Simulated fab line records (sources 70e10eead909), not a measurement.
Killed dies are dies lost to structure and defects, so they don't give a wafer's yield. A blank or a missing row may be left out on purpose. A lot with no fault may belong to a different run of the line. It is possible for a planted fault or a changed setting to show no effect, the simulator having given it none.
Which tool was responsible? | flow nandHarc | 22 lots, 66 wafers sampled, at 6 steps of a route of 1302

## WHAT EACH GAUGE READ, for each wafer
The record holds no reading of a measuring or inspecting step that can be judged against a usual standard deviation.

## WHAT TOOL EACH LOT RAN ON (gives the tool, then ch and the chambers of the sampled wafers, and finally the start)
lot  | NHARC_A_STAIRCASE_ETCH_230                   | NHARC_A_STAIRCASE_DEP_259       | NHARC_A_STAIRCASE_STRIP_274                  | NHARC_A_STAIRCASE_DESCUM_291      | NHARC_A_STAIRCASE_ETCH_292        | NHARC_A_STAIRCASE_STRIP_295
L077 | rieDiel-06 ch 0,3, day 17 07:28 or earlier   | pecvd-04 ch 0,1, day 17 07:28   | rieDiel-06 ch 2,3, day 17 14:15 or earlier   | rieDiel-07 ch 0,1,2, day 17 14:15 | rieDiel-07 ch 1,2,3, day 17 14:20 | rieDiel-07 ch 2,3, no start
L074 | rieDiel-06 ch 0,3, day 17 09:20 or earlier   | pecvd-04 ch 1,2, day 17 09:20   | rieDiel-06 ch 0,1,3, day 17 17:34 or earlier | rieDiel-07 ch 0,1,2, day 17 17:34 | rieDiel-07 ch 0,1, day 17 17:38   | rieDiel-07 ch 0,2,3, no start
L075 | rieDiel-08 ch 0,1,3, day 17 09:58 or earlier | pecvd-03 ch 0,1,2, day 17 09:58 | rieDiel-07 ch 0,1,3, day 17 19:19 or earlier | rieDiel-06 ch 1,2, day 17 19:19   | rieDiel-06 ch 2,3, day 17 19:24   | rieDiel-06 ch 1,2, no start
L078 | rieDiel-07 ch 0,2,3, day 18 02:37 or earlier | pecvd-03 ch 1,2, day 18 02:37   | rieDiel-08 ch 1,3, day 18 09:16 or earlier   | rieDiel-08 ch 0,2, day 18 09:16   | rieDiel-08 ch 0,2,3, day 18 09:22 | rieDiel-08 ch 2,3, no start
L079 | rieDiel-06 ch 1,3, day 18 10:07 or earlier   | pecvd-03 ch 0,2, day 18 10:07   | rieDiel-07 ch 2,3, day 18 19:11 or earlier   | rieDiel-06 ch 0,2, day 18 19:11   | rieDiel-06 ch 2,3, day 18 19:16   | rieDiel-06 ch 2,3, no start
L080 | rieDiel-07 ch 0,3, day 18 10:11 or earlier   | pecvd-04 ch 0,2, day 18 10:11   | rieDiel-08 ch 1,2,3, day 18 19:40 or earlier | rieDiel-07 ch 0,2,3, day 18 19:40 | rieDiel-07 ch 0,3, day 18 19:43   | rieDiel-07 ch 2,3, no start
L081 | rieDiel-07 ch 0,1,3, day 19 01:58 or earlier | pecvd-03 ch 0,1,2, day 19 01:58 | rieDiel-07 ch 1,2,3, day 19 08:54 or earlier | rieDiel-08 ch 0,1, day 19 08:54   | rieDiel-08 ch 0,1,2, day 19 09:00 | rieDiel-08 ch 0,3, no start
L082 | rieDiel-08 ch 0,2, day 19 13:53 or earlier   | pecvd-02 ch 0,2, day 19 13:53   | rieDiel-07 ch 1,3, day 19 21:08 or earlier   | rieDiel-07 ch 0,2, day 19 21:08   | rieDiel-07 ch 0,2, day 19 21:14   | rieDiel-07 ch 0,2,3, no start
L084 | rieDiel-06 ch 0,1,3, day 20 18:45 or earlier | pecvd-03 ch 0,1,2, day 20 18:45 | rieDiel-08 ch 0,1,3, day 21 05:01 or earlier | rieDiel-08 ch 1,2,3, day 21 05:01 | rieDiel-08 ch 0,2,3, day 21 05:05 | rieDiel-08 ch 0,1,2, no start
L085 | rieDiel-08 ch 0,1,3, day 20 16:55 or earlier | pecvd-03 ch 0,2, day 20 16:55   | rieDiel-08 ch 2,3, day 21 03:50 or earlier   | rieDiel-07 ch 0,1,3, day 21 03:50 | rieDiel-07 ch 0,3, day 21 03:53   | rieDiel-07 ch 0,1,3, no start
L086 | rieDiel-07 ch 0,3, day 20 23:45 or earlier   | pecvd-02 ch 0,2, day 20 23:45   | rieDiel-06 ch 0,1,3, day 21 07:04 or earlier | rieDiel-08 ch 0,3, day 21 07:04   | rieDiel-08 ch 1,2, day 21 07:09   | rieDiel-08 ch 0,3, no start
L087 | rieDiel-08 ch 1,2, day 21 09:49 or earlier   | pecvd-03 ch 0,1,2, day 21 09:49 | rieDiel-07 ch 0,2, day 21 18:23 or earlier   | rieDiel-06 ch 0,1,2, day 21 18:23 | rieDiel-06 ch 0,2, day 21 18:28   | rieDiel-06 ch 1,2,3, no start
L089 | rieDiel-06 ch 0,1,3, day 22 05:14 or earlier | pecvd-02 ch 0,2, day 22 05:14   | rieDiel-06 ch 0,1,2, day 22 13:36 or earlier | rieDiel-06 ch 0,2,3, day 22 13:36 | rieDiel-06 ch 0,1,3, day 22 13:41 | rieDiel-06 ch 0,1,2, no start
L088 | rieDiel-08 ch 0,1,2, day 22 07:02 or earlier | pecvd-04 ch 1,2, day 22 07:02   | rieDiel-06 ch 0,2,3, day 22 14:36 or earlier | rieDiel-07 ch 2,3, day 22 14:36   | rieDiel-07 ch 0,1,3, day 22 14:43 | rieDiel-07 ch 0,1,2, no start
L090 | rieDiel-06 ch 0,1,3, day 23 00:22 or earlier | pecvd-02 ch 1,2, day 23 00:22   | rieDiel-06 ch 0,2,3, day 23 09:33 or earlier | rieDiel-08 ch 0,2,3, day 23 09:33 | rieDiel-08 ch 0,3, day 23 09:38   | rieDiel-08 ch 2,3, no start
L091 | rieDiel-08 ch 0,2, day 23 07:55 or earlier   | pecvd-04 ch 1,2, day 23 07:55   | rieDiel-06 ch 0,2,3, day 23 14:46 or earlier | rieDiel-07 ch 0,1,2, day 23 14:46 | rieDiel-07 ch 0,1,2, day 23 14:52 | rieDiel-07 ch 0,1,3, no start
L093 | rieDiel-06 ch 2,3, day 24 00:48 or earlier   | pecvd-02 ch 0,1,2, day 24 00:48 | rieDiel-07 ch 0,1, day 24 07:40 or earlier   | rieDiel-06 ch 2,3, day 24 07:40   | rieDiel-06 ch 0,1,3, day 24 07:46 | rieDiel-06 ch 1,2, no start
L092 | rieDiel-07 ch 0,1,2, day 24 02:37 or earlier | pecvd-02 ch 0,1,2, day 24 02:37 | rieDiel-06 ch 1,2,3, day 24 09:53 or earlier | rieDiel-06 ch 1,2, day 24 09:53   | rieDiel-06 ch 1,2,3, day 24 10:00 | rieDiel-06 ch 1,2,3, no start
L094 | rieDiel-08 ch 1,2,3, day 24 23:18 or earlier | pecvd-04 ch 0,2, day 24 23:18   | rieDiel-08 ch 0,2,3, day 25 05:55 or earlier | rieDiel-07 ch 0,1,2, day 25 05:55 | rieDiel-07 ch 0,1,3, day 25 06:01 | rieDiel-07 ch 1,2,3, no start
L095 | rieDiel-06 ch 0,2,3, day 25 00:46 or earlier | pecvd-03 ch 0,1, day 25 00:46   | rieDiel-07 ch 1,2,3, day 25 08:26 or earlier | rieDiel-08 ch 0,1,3, day 25 08:26 | rieDiel-08 ch 0,1,3, day 25 08:38 | rieDiel-08 ch 0,1,2, no start
L096 | rieDiel-06 ch 0,1,2, day 25 12:00 or earlier | pecvd-02 ch 0,1,2, day 25 12:00 | rieDiel-07 ch 0,1,2, day 25 19:15 or earlier | rieDiel-08 ch 1,3, day 25 19:15   | rieDiel-08 ch 1,2,3, day 25 19:20 | rieDiel-08 ch 0,1,2, no start
L097 | rieDiel-07 ch 0,2,3, day 25 22:00 or earlier | pecvd-04 ch 0,1, day 25 22:00   | rieDiel-07 ch 0,1,2, day 26 05:37 or earlier | rieDiel-08 ch 0,3, day 26 05:37   | rieDiel-08 ch 1,2, day 26 05:41   | rieDiel-08 ch 1,2, no start
- NHARC_A_STAIRCASE_ETCH_230: etches the open film in C4F8/O2, target depth 100 nm, time 40.5 s.
- NHARC_A_STAIRCASE_DEP_259: deposits SiON, target thk 30 nm.
- NHARC_A_STAIRCASE_STRIP_274: strips in O2.
- NHARC_A_STAIRCASE_DESCUM_291: chemistry O2, time 3 s.
- NHARC_A_STAIRCASE_ETCH_292: etches the open film in CF4/CHF3.
- NHARC_A_STAIRCASE_STRIP_295: strips in O2.

## AS READ BY THE TOOLS THEMSELVES (means over the sampled wafers that have a number; for cases with no such wafer, the mark the record gives instead)
NHARC_A_STAIRCASE_ETCH_230. Usual: oesProductAu 0.949 a.u., standard deviation 0.017; rfVppV 896 V, standard deviation 4.2.
lot  | tool       | oesProductAu (a.u.) | rfVppV (V) | flag
L077 | rieDiel-06 | 0.966               | 897        | 
L074 | rieDiel-06 | 0.973               | 901        | 
L075 | rieDiel-08 | 0.946               | 894        | 
L078 | rieDiel-07 | 0.934               | 900        | 
L079 | rieDiel-06 | 0.972               | 894        | 
L080 | rieDiel-07 | 0.933               | 900        | 
L081 | rieDiel-07 | 0.913               | 899        | 
L082 | rieDiel-08 | 0.948               | 895        | 
L084 | rieDiel-06 | 0.931               | 897        | 
L085 | rieDiel-08 | 0.942               | 894        | 
L086 | rieDiel-07 | 0.960               | 897        | 
L087 | rieDiel-08 | 0.954               | 897        | 
L089 | rieDiel-06 | 0.939               | 897        | 
L088 | rieDiel-08 | 0.952               | 896        | 
L090 | rieDiel-06 | 0.959               | 896        | 
L091 | rieDiel-08 | 0.947               | 895        | 
L093 | rieDiel-06 | 0.943               | 894        | 
L092 | rieDiel-07 | 0.970               | 900        | 
L094 | rieDiel-08 | 0.971               | 893        | 
L095 | rieDiel-06 | 0.960               | 895        | 
L096 | rieDiel-06 | 0.969               | 897        | 
L097 | rieDiel-07 | 0.935               | 898        | 

NHARC_A_STAIRCASE_DEP_259. Usual: heaterPowerW 744 W, standard deviation 77.
lot  | tool     | heaterPowerW (W) | flag
L077 | pecvd-04 | 717              | 
L074 | pecvd-04 | 760              | 
L075 | pecvd-03 | 804              | 
L078 | pecvd-03 | 869              | 
L079 | pecvd-03 | 697              | 
L080 | pecvd-04 | 767              | 
L081 | pecvd-03 | 820              | 
L082 | pecvd-02 | 702              | 
L084 | pecvd-03 | 776              | 
L085 | pecvd-03 | 785              | 
L086 | pecvd-02 | 705              | 
L087 | pecvd-03 | 775              | 
L089 | pecvd-02 | 632              | 
L088 | pecvd-04 | 714              | 
L090 | pecvd-02 | 733              | 
L091 | pecvd-04 | 673              | 
L093 | pecvd-02 | 723              | 
L092 | pecvd-02 | 704              | 
L094 | pecvd-04 | 802              | 
L095 | pecvd-03 | 848              | 
L096 | pecvd-02 | 660              | 
L097 | pecvd-04 | 646              | 

NHARC_A_STAIRCASE_STRIP_274. Usual: drypumpMotorCurrentA 5.6 A, standard deviation 0.44; mfcArSccm 0.006 sccm, standard deviation 0.0073; oesProductAu 0.997 a.u., standard deviation 0.011; rfVppV 58.0 V, standard deviation 0.85; showerheadPlenumPTorr 3.55 Torr, standard deviation 0.11; throttleValvePct 17.035 %, standard deviation 0.009.
lot  | tool       | drypumpMotorCurrentA (A) | mfcArSccm (sccm) | oesProductAu (a.u.) | rfVppV (V) | showerheadPlenumPTorr (Torr) | throttleValvePct (%) | flag
L077 | rieDiel-06 | 6.1                      | 0.000            | 0.992               | 57.5       | 3.48                         | 17.041               | 
L074 | rieDiel-06 | 5.7                      | 0.000            | 1.004               | 58.2       | 3.57                         | 17.024               | 
L075 | rieDiel-07 | 5.5                      | 0.014            | 0.994               | 58.4       | 3.61                         | 17.033               | 
L078 | rieDiel-08 | 5.6                      | 0.000            | 1.008               | 58.6       | 3.50                         | 17.030               | 
L079 | rieDiel-07 | 5.2                      | 0.015            | 0.985               | 57.7       | 3.53                         | 17.034               | 
L080 | rieDiel-08 | 5.6                      | 0.000            | 1.004               | 57.5       | 3.47                         | 17.027               | 
L081 | rieDiel-07 | 5.2                      | 0.016            | 0.990               | 57.6       | 3.58                         | 17.038               | 
L082 | rieDiel-07 | 5.1                      | 0.019            | 0.993               | 57.7       | 3.56                         | 17.041               | 
L084 | rieDiel-08 | 5.5                      | 0.003            | 1.001               | 57.1       | 3.47                         | 17.030               | 
L085 | rieDiel-08 | 5.5                      | 0.000            | 0.996               | 57.3       | 3.38                         | 17.040               | 
L086 | rieDiel-06 | 5.7                      | 0.000            | 0.996               | 58.8       | 3.55                         | 17.034               | 
L087 | rieDiel-07 | 5.8                      | 0.007            | 0.993               | 58.5       | 3.69                         | 17.043               | 
L089 | rieDiel-06 | 5.9                      | 0.000            | 1.004               | 58.4       | 3.53                         | 17.040               | 
L088 | rieDiel-06 | 6.0                      | 0.000            | 0.993               | 58.5       | 3.54                         | 17.038               | 
L090 | rieDiel-06 | 6.0                      | 0.000            | 0.986               | 57.0       | 3.53                         | 17.033               | 
L091 | rieDiel-06 | 6.0                      | 0.000            | 0.990               | 57.9       | 3.53                         | 17.033               | 
L093 | rieDiel-07 | 5.4                      | 0.016            | 0.987               | 58.4       | 3.63                         | 17.030               | 
L092 | rieDiel-06 | 6.1                      | 0.000            | 1.007               | 57.9       | 3.45                         | 17.044               | 
L094 | rieDiel-08 | 5.4                      | 0.003            | 1.009               | 57.6       | 3.42                         | 17.040               | 
L095 | rieDiel-07 | 5.2                      | 0.016            | 1.000               | 57.3       | 3.55                         | 17.026               | 
L096 | rieDiel-07 | 5.5                      | 0.013            | 0.987               | 58.2       | 3.63                         | 17.035               | 
L097 | rieDiel-07 | 5.5                      | 0.013            | 0.991               | 58.1       | 3.63                         | 17.034               | 

NHARC_A_STAIRCASE_DESCUM_291. Usual: drypumpMotorCurrentA 5.6 A, standard deviation 0.44; mfcArSccm 0.006 sccm, standard deviation 0.0074; oesProductAu 0.996 a.u., standard deviation 0.011; rfVppV 57.7 V, standard deviation 0.84; showerheadPlenumPTorr 1.92 Torr, standard deviation 0.065; throttleValvePct 11.311 %, standard deviation 0.0086.
lot  | tool       | drypumpMotorCurrentA (A) | mfcArSccm (sccm) | oesProductAu (a.u.) | rfVppV (V) | showerheadPlenumPTorr (Torr) | throttleValvePct (%) | flag
L077 | rieDiel-07 | 5.5                      | 0.013            | 0.992               | 57.8       | 1.99                         | 11.317               | 
L074 | rieDiel-07 | 5.5                      | 0.013            | 0.989               | 57.1       | 1.99                         | 11.321               | 
L075 | rieDiel-06 | 6.0                      | 0.000            | 1.000               | 57.6       | 1.88                         | 11.323               | 
L078 | rieDiel-08 | 5.3                      | 0.004            | 1.000               | 58.6       | 1.90                         | 11.313               | 
L079 | rieDiel-06 | 6.2                      | 0.000            | 0.981               | 58.0       | 1.91                         | 11.319               | 
L080 | rieDiel-07 | 5.6                      | 0.011            | 0.989               | 58.1       | 1.96                         | 11.312               | 
L081 | rieDiel-08 | 5.4                      | 0.006            | 0.999               | 57.4       | 1.92                         | 11.315               | 
L082 | rieDiel-07 | 5.5                      | 0.010            | 0.990               | 57.3       | 2.00                         | 11.313               | 
L084 | rieDiel-08 | 5.5                      | 0.000            | 1.003               | 57.6       | 1.87                         | 11.308               | 
L085 | rieDiel-07 | 5.5                      | 0.014            | 0.987               | 57.2       | 1.95                         | 11.314               | 
L086 | rieDiel-08 | 5.4                      | 0.003            | 0.988               | 57.8       | 1.83                         | 11.305               | 
L087 | rieDiel-06 | 5.9                      | 0.000            | 0.994               | 58.0       | 1.92                         | 11.308               | 
L089 | rieDiel-06 | 6.0                      | 0.000            | 0.992               | 57.3       | 1.92                         | 11.312               | 
L088 | rieDiel-07 | 5.2                      | 0.013            | 0.990               | 57.6       | 1.94                         | 11.315               | 
L090 | rieDiel-08 | 5.4                      | 0.003            | 1.001               | 57.7       | 1.85                         | 11.309               | 
L091 | rieDiel-07 | 5.5                      | 0.013            | 0.995               | 57.6       | 1.98                         | 11.311               | 
L093 | rieDiel-06 | 6.1                      | 0.000            | 0.997               | 57.5       | 1.87                         | 11.316               | 
L092 | rieDiel-06 | 6.0                      | 0.000            | 1.010               | 56.7       | 1.87                         | 11.303               | 
L094 | rieDiel-07 | 5.5                      | 0.013            | 0.995               | 58.1       | 1.98                         | 11.312               | 
L095 | rieDiel-08 | 5.5                      | 0.003            | 1.013               | 57.9       | 1.87                         | 11.311               | 
L096 | rieDiel-08 | 5.6                      | 0.000            | 0.997               | 57.3       | 1.88                         | 11.314               | 
L097 | rieDiel-08 | 5.4                      | 0.003            | 1.007               | 57.1       | 1.82                         | 11.311               | 

NHARC_A_STAIRCASE_ETCH_292. Usual: drypumpMotorCurrentA 5.6 A, standard deviation 0.42; mfcArSccm 0.006 sccm, standard deviation 0.0071; oesProductAu 0.934 a.u., standard deviation 0.022; rfVppV 370.7 V, standard deviation 2.1; showerheadPlenumPTorr 1.58 Torr, standard deviation 0.053; throttleValvePct 16.802 %, standard deviation 0.0091.
lot  | tool       | drypumpMotorCurrentA (A) | mfcArSccm (sccm) | oesProductAu (a.u.) | rfVppV (V) | showerheadPlenumPTorr (Torr) | throttleValvePct (%) | flag
L077 | rieDiel-07 | 5.2                      | 0.016            | 0.964               | 370.5      | 1.60                         | 16.803               | 
L074 | rieDiel-07 | 5.4                      | 0.016            | 0.918               | 373.1      | 1.63                         | 16.804               | 
L075 | rieDiel-06 | 6.4                      | 0.000            | 0.919               | 369.6      | 1.55                         | 16.803               | 
L078 | rieDiel-08 | 5.4                      | 0.003            | 0.920               | 369.1      | 1.54                         | 16.801               | 
L079 | rieDiel-06 | 6.4                      | 0.000            | 0.913               | 369.5      | 1.54                         | 16.813               | 
L080 | rieDiel-07 | 5.6                      | 0.012            | 0.910               | 370.5      | 1.59                         | 16.807               | 
L081 | rieDiel-08 | 5.4                      | 0.003            | 0.929               | 369.9      | 1.58                         | 16.794               | 
L082 | rieDiel-07 | 5.8                      | 0.007            | 0.909               | 373.6      | 1.65                         | 16.795               | 
L084 | rieDiel-08 | 5.4                      | 0.003            | 0.923               | 368.2      | 1.53                         | 16.798               | 
L085 | rieDiel-07 | 5.5                      | 0.012            | 0.959               | 371.9      | 1.59                         | 16.806               | 
L086 | rieDiel-08 | 5.6                      | 0.000            | 0.933               | 370.7      | 1.58                         | 16.807               | 
L087 | rieDiel-06 | 6.2                      | 0.000            | 0.972               | 370.3      | 1.57                         | 16.812               | 
L089 | rieDiel-06 | 5.7                      | 0.000            | 0.921               | 371.0      | 1.58                         | 16.804               | 
L088 | rieDiel-07 | 5.5                      | 0.014            | 0.910               | 371.5      | 1.60                         | 16.801               | 
L090 | rieDiel-08 | 5.4                      | 0.003            | 0.922               | 367.9      | 1.50                         | 16.807               | 
L091 | rieDiel-07 | 5.5                      | 0.013            | 0.948               | 372.4      | 1.62                         | 16.803               | 
L093 | rieDiel-06 | 5.7                      | 0.000            | 0.968               | 370.9      | 1.58                         | 16.804               | 
L092 | rieDiel-06 | 6.1                      | 0.000            | 0.933               | 369.1      | 1.54                         | 16.803               | 
L094 | rieDiel-07 | 5.5                      | 0.014            | 0.921               | 370.7      | 1.60                         | 16.801               | 
L095 | rieDiel-08 | 5.5                      | 0.003            | 0.928               | 369.8      | 1.54                         | 16.801               | 
L096 | rieDiel-08 | 5.6                      | 0.000            | 0.927               | 369.6      | 1.54                         | 16.801               | 
L097 | rieDiel-08 | 5.5                      | 0.001            | 0.975               | 369.9      | 1.56                         | 16.797               | 

NHARC_A_STAIRCASE_STRIP_295. Usual: drypumpMotorCurrentA 5.6 A, standard deviation 0.43; mfcArSccm 0.006 sccm, standard deviation 0.0073; oesProductAu 0.995 a.u., standard deviation 0.011; rfVppV 57.8 V, standard deviation 0.86; showerheadPlenumPTorr 3.53 Torr, standard deviation 0.12; throttleValvePct 17.036 %, standard deviation 0.009.
lot  | tool       | drypumpMotorCurrentA (A) | mfcArSccm (sccm) | oesProductAu (a.u.) | rfVppV (V) | showerheadPlenumPTorr (Torr) | throttleValvePct (%) | flag
L077 | rieDiel-07 | 5.2                      | 0.013            | 0.987               | 59.0       | 3.59                         | 17.036               | 
L074 | rieDiel-07 | 5.6                      | 0.011            | 0.994               | 58.1       | 3.62                         | 17.035               | 
L075 | rieDiel-06 | 6.0                      | 0.000            | 1.010               | 57.8       | 3.47                         | 17.032               | 
L078 | rieDiel-08 | 5.4                      | 0.001            | 0.997               | 58.2       | 3.44                         | 17.039               | 
L079 | rieDiel-06 | 6.4                      | 0.000            | 0.984               | 58.7       | 3.46                         | 17.041               | 
L080 | rieDiel-07 | 5.2                      | 0.013            | 0.988               | 58.1       | 3.59                         | 17.028               | 
L081 | rieDiel-08 | 5.3                      | 0.006            | 0.995               | 57.5       | 3.45                         | 17.041               | 
L082 | rieDiel-07 | 5.5                      | 0.011            | 0.981               | 57.3       | 3.61                         | 17.048               | 
L084 | rieDiel-08 | 5.4                      | 0.003            | 1.004               | 58.4       | 3.52                         | 17.031               | 
L085 | rieDiel-07 | 5.5                      | 0.014            | 0.985               | 57.5       | 3.60                         | 17.035               | 
L086 | rieDiel-08 | 5.3                      | 0.006            | 1.003               | 58.0       | 3.44                         | 17.024               | 
L087 | rieDiel-06 | 6.1                      | 0.000            | 0.996               | 58.4       | 3.46                         | 17.035               | 
L089 | rieDiel-06 | 5.9                      | 0.000            | 0.996               | 58.2       | 3.53                         | 17.037               | 
L088 | rieDiel-07 | 5.5                      | 0.013            | 0.990               | 58.2       | 3.65                         | 17.040               | 
L090 | rieDiel-08 | 5.5                      | 0.000            | 0.996               | 57.2       | 3.36                         | 17.040               | 
L091 | rieDiel-07 | 5.5                      | 0.014            | 0.988               | 58.3       | 3.58                         | 17.028               | 
L093 | rieDiel-06 | 6.3                      | 0.000            | 1.006               | 56.8       | 3.43                         | 17.043               | 
L092 | rieDiel-06 | 6.1                      | 0.000            | 1.007               | 58.0       | 3.45                         | 17.037               | 
L094 | rieDiel-07 | 5.2                      | 0.016            | 1.003               | 57.7       | 3.55                         | 17.036               | 
L095 | rieDiel-08 | 5.4                      | 0.003            | 1.011               | 58.3       | 3.51                         | 17.037               | 
L096 | rieDiel-08 | 5.5                      | 0.003            | 1.004               | 57.2       | 3.51                         | 17.037               | 
L097 | rieDiel-08 | 5.5                      | 0.001            | 0.997               | 58.3       | 3.49                         | 17.039               | 

## THE ANSWER, worked out from the rows above alone
Rule: a lot is off if the mean of its wafers that have a number lies more than 3 standard deviations from the usual mean. A lot without any number at a reading at which 4 lots or more have one is off too. The other lots that the step has rows for count as sound. The gauges are gone through in route order, then the tools' own readings, and for those a lot's mean is taken as printed above. At the first step where some lot is off, the reading lying furthest off is the one used; lots without a number count as furthest.
Nothing can be told from this: no lot is off at any reading shown.

## WHAT THE SIMULATOR HAD INSERTED
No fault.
